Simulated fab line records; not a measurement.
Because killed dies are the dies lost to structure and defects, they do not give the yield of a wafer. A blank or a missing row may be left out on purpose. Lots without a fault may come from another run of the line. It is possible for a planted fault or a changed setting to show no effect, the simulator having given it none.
Matching of chambers | flow nand-harc | 4 sister chambers for NHARC_A_BONDPAD_DESCUM_11 on rie-diel-11
The step chemistry O2, time 3 s. 4 wafers are shown with their chamber, then 8 later ones without.

## WAFERS WITH THEIR CHAMBER
wafer  | chamber | drypump-motor-current-A (A)
L463.1 | 3       | 5.2
L465.4 | 0       | 5.9
L465.6 | 1       | 5.5
L472.3 | 2       | 5.7

## WAFERS WHOSE CHAMBER IS MISSING
wafer  | drypump-motor-current-A (A)
L472.5 | 5.7
L472.6 | 5.4
L471.3 | 5.7
L471.4 | 5.2
L471.5 | 5.2
L477.1 | 5.7
L477.2 | 5.4
L477.3 | 5.2

## WHICH CHAMBER EACH WENT THROUGH
wafer  | from the rows above | in truth
L472.5 | 2                   | 2
L472.6 | 1                   | 1
L471.3 | 2                   | 2
L471.4 | 3                   | 3
L471.5 | 3                   | 3
L477.1 | 2                   | 2
L477.2 | 1                   | 1
L477.3 | 3                   | 3
Correct placement for 8 of the 8. Not placeable from these rows: 0. 0 placed wrongly.
How it was worked out, from the rows above alone: a wafer's distance from a chamber is the root of the sum, over the readings, of the square of ((its reading less the chamber's mean) divided by the reading's scatter). If the next closest chamber is less than 2 further off than the closest, the wafer can't be placed; otherwise it belongs to the closest. The mean given for a chamber averages the wafers shown for that chamber. The scatter: root of mean squared gap, hidden wafer to nearest shown wafer, with one shown wafer a chamber.
